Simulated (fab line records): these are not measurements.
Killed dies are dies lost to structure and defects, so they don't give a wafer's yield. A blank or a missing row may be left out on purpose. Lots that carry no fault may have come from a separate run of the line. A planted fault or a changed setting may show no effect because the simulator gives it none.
The tool behind it: which one?	flow n5Finfet	10 lots with 29 wafers sampled at 5 steps, on a route of 1938 steps

## WHAT THE GAUGES SHOWED, per wafer
N5_BEOL_M9_INSPECT_58: inspects for defects (darkfield). Usual: 75 for rawDefectCount, sd 23.
lot	measured	on	rawDefectCount	flag
L951	day 9 14:16	defectInspect-02	118 78 113	
L952	day 10 14:53	defectInspect-01	58 90 80	
L954	day 10 23:40	defectInspect-01	69 73 71	
L956	day 11 18:08	defectInspect-02	99 115 79	
L960	day 12 10:28	defectInspect-01	80 84 90	
L961	day 13 04:54	defectInspect-01	73 78 87	
L963	day 13 20:47	defectInspect-01	84 74 81	
L971	day 15 16:19	defectInspect-01	84 58	
L974	day 16 05:49	defectInspect-01	82 38 69	
L973	day 16 23:24	defectInspect-01	43 96 76	

## EACH LOT AND THE TOOL THAT RAN IT (in order: tool; ch and the chambers of the sampled wafers; start)
lot	N5_BEOL_M9_VIA_ETCH_34	N5_BEOL_M9_STRIP_80	N5_BEOL_M9_ECD_50	N5_BEOL_M9_CMP_52
L951	rieDiel-06 ch 0,1,3, day 9 11:11	rieDiel-06 ch 0,1,3, day 9 13:22 or earlier	ecdCu-01 ch 0,1, day 9 13:22	cmp-01 ch 1,2,3, day 9 13:46
L952	rieDiel-03 ch 0,3, day 10 11:32	rieDiel-03 ch 0,3, day 10 13:37 or earlier	ecdCu-02 ch 0,1, day 10 13:37	cmp-03 ch 0,1,2, day 10 14:28
L954	rieDiel-06 ch 0,1,3, day 10 17:59	rieDiel-06 ch 0,1,3, day 10 22:48 or earlier	ecdCu-01 ch 0,1, day 10 22:48	cmp-04 ch 2,3, day 10 23:11
L956	rieDiel-05 ch 0,2,3, day 11 14:26	rieDiel-05 ch 0,2,3, day 11 17:13 or earlier	ecdCu-02 ch 0,1, day 11 17:13	cmp-04 ch 0,1,2, day 11 17:47
L960	rieDiel-06 ch 0,2,3, day 12 07:19	rieDiel-06 ch 0,2,3, day 12 09:28 or earlier	ecdCu-01 ch 0,1, day 12 09:28	cmp-01 ch 0,2, day 12 10:04
L961	rieDiel-03 ch 0,1,3, day 13 00:38	rieDiel-03 ch 0,1,3, day 13 03:44 or earlier	ecdCu-01 ch 0,1, day 13 03:44	cmp-01 ch 0,2,3, day 13 04:29
L963	rieDiel-05 ch 0,2,3, day 13 18:01	rieDiel-05 ch 0,2,3, day 13 19:47 or earlier	ecdCu-02 ch 0,1, day 13 19:47	cmp-03 ch 2,3, day 13 20:16
L971	rieDiel-06 ch 1,2, day 15 13:41	rieDiel-06 ch 1,2, day 15 15:28 or earlier	ecdCu-02 ch 0,1, day 15 15:28	cmp-04 ch 2,3, day 15 15:54
L974	rieDiel-03 ch 0,1, day 16 02:47	rieDiel-03 ch 0,1, day 16 04:52 or earlier	ecdCu-02 ch 0,1, day 16 04:52	cmp-04 ch 1,2, day 16 05:21
L973	rieDiel-06 ch 0,1,3, day 16 19:52	rieDiel-06 ch 0,1,3, day 16 21:50 or earlier	ecdCu-02 ch 0,1, day 16 21:50	cmp-04 ch 0,3, day 16 22:59
- N5_BEOL_M9_VIA_ETCH_34: etches SiCOH lowk in C4F6/O2, target depth 182.4 nm, time 68.4 s.
- N5_BEOL_M9_STRIP_80: strips in N2/H2, time 10 s.
- N5_BEOL_M9_ECD_50: material Cu, target thk 318 nm.
- N5_BEOL_M9_CMP_52: polishes, stops on SiCOH lowk, t overpolish 7 s, target thk 140 nm.

## WHAT THE TOOLS THEMSELVES READ (means of the sampled wafers that have a number; where no wafer has one, the mark that the record gives instead)
N5_BEOL_M9_VIA_ETCH_34. Usual: drypumpMotorCurrentA 5.5 A, standard deviation 0.38; oesProductAu 0.79 a.u., standard deviation 0.086; rfFwdPowerW 342.0 W, standard deviation 1.3; rfVppV 665 V, standard deviation 6.9; showerheadPlenumPTorr 2.85 Torr, standard deviation 0.068; throttleValvePct 20.92 %, standard deviation 0.22.
lot	tool	drypumpMotorCurrentA (A)	oesProductAu (a.u.)	rfFwdPowerW (W)	rfVppV (V)	showerheadPlenumPTorr (Torr)	throttleValvePct (%)	flag
L951	rieDiel-06	5.4	0.88	342.3	663	2.88	20.92	
L952	rieDiel-03	5.7	0.79	341.3	657	2.83	21.02	
L954	rieDiel-06	5.4	0.86	341.9	663	2.88	20.92	
L956	rieDiel-05	5.4	0.74	340.7	668	2.84	21.07	
L960	rieDiel-06	5.5	0.80	342.1	662	2.82	21.04	
L961	rieDiel-03	5.6	0.80	343.9	662	2.83	20.89	
L963	rieDiel-05	5.4	0.73	342.1	668	2.84	21.10	
L971	rieDiel-06	5.8	0.79	343.0	666	2.93	20.95	
L974	rieDiel-03	5.5	0.79	343.1	665	2.83	20.76	
L973	rieDiel-06	5.5	0.88	341.2	663	2.86	20.87	

N5_BEOL_M9_STRIP_80. Usual: drypumpMotorCurrentA 5.5 A, standard deviation 0.38; oesProductAu 0.79 a.u., standard deviation 0.087; rfVppV 59.2 V, standard deviation 0.85; showerheadPlenumPTorr 2.54 Torr, standard deviation 0.062; tempC 40.00 C, standard deviation 0.11; throttleValvePct 23.60 %, standard deviation 0.24.
lot	tool	drypumpMotorCurrentA (A)	oesProductAu (a.u.)	rfVppV (V)	showerheadPlenumPTorr (Torr)	tempC (C)	throttleValvePct (%)	flag
L951	rieDiel-06	5.5	0.89	59.1	2.56	39.99	23.63	
L952	rieDiel-03	5.7	0.80	59.5	2.52	40.03	23.76	
L954	rieDiel-06	5.4	0.87	59.5	2.56	40.01	23.64	
L956	rieDiel-05	5.4	0.74	58.9	2.53	40.04	23.72	
L960	rieDiel-06	5.4	0.80	58.9	2.51	40.06	23.68	
L961	rieDiel-03	5.6	0.80	59.8	2.52	40.01	23.63	
L963	rieDiel-05	5.4	0.73	59.6	2.52	40.03	23.75	
L971	rieDiel-06	5.8	0.80	58.8	2.61	40.04	23.66	
L974	rieDiel-03	5.5	0.78	59.2	2.52	40.05	23.51	
L973	rieDiel-06	5.4	0.90	59.2	2.54	39.96	23.59	

N5_BEOL_M9_CMP_52. Usual: motorCurrentA 6.1 A, standard deviation 0.53; padLifeWafers 1150, standard deviation 660; slurryFilterDpKPa 13.50 kPa, standard deviation 0.13; slurryFlowMlMin 150.1, standard deviation 0.45; timeToEndpointS 66 s, standard deviation 3.4.
lot	tool	motorCurrentA (A)	padLifeWafers	slurryFilterDpKPa (kPa)	slurryFlowMlMin	timeToEndpointS (s)	flag
L951	cmp-01	6.2	709	13.39	150.1	62	
L952	cmp-03	5.9	1484	13.51	150.0	68	
L954	cmp-04	5.9	1704	13.39	150.2	65	
L956	cmp-04	6.0	1863	13.55	150.3	65	
L960	cmp-01	6.5	1142	13.40	150.3	63	
L961	cmp-01	6.0	1298	13.50	150.0	63	
L963	cmp-03	6.3	2094	13.41	150.0	67	
L971	cmp-04	6.0	410	13.48	150.2	88	OFF
L974	cmp-04	5.7	530	13.59	149.6	98	OFF
L973	cmp-04	5.9	655	13.48	150.0	80	OFF

## THE ANSWER, worked out from the rows above alone
Rule: lot off if the mean of its wafers having a number is beyond 3 standard deviations from the usual mean. A lot without any number at a reading at which 4 lots or more have one is off too. Any other lot the step has rows for is counted as sound. After the gauges, taken in route order, come the tools' own readings; for these a lot's mean is taken, as printed above. At the first step where some lot is off, the reading lying furthest off is the one used; lots without a number count as furthest.
Off: L971, L974, L973 (N5_BEOL_M9_CMP_52, timeToEndpointS).
A tool fits if, at that step or a process step before it, it ran every lot that is off, and no sound lot after the first of them. With no start given for some of its lots, N5_BEOL_M9_STRIP_80 uses the hours and lot order of N5_BEOL_M9_ECD_50. Can't be told from this: 2 tools fit, ecdCu-02 at N5_BEOL_M9_ECD_50, cmp-04 at N5_BEOL_M9_CMP_52.

## WHAT THE SIMULATOR PUT IN
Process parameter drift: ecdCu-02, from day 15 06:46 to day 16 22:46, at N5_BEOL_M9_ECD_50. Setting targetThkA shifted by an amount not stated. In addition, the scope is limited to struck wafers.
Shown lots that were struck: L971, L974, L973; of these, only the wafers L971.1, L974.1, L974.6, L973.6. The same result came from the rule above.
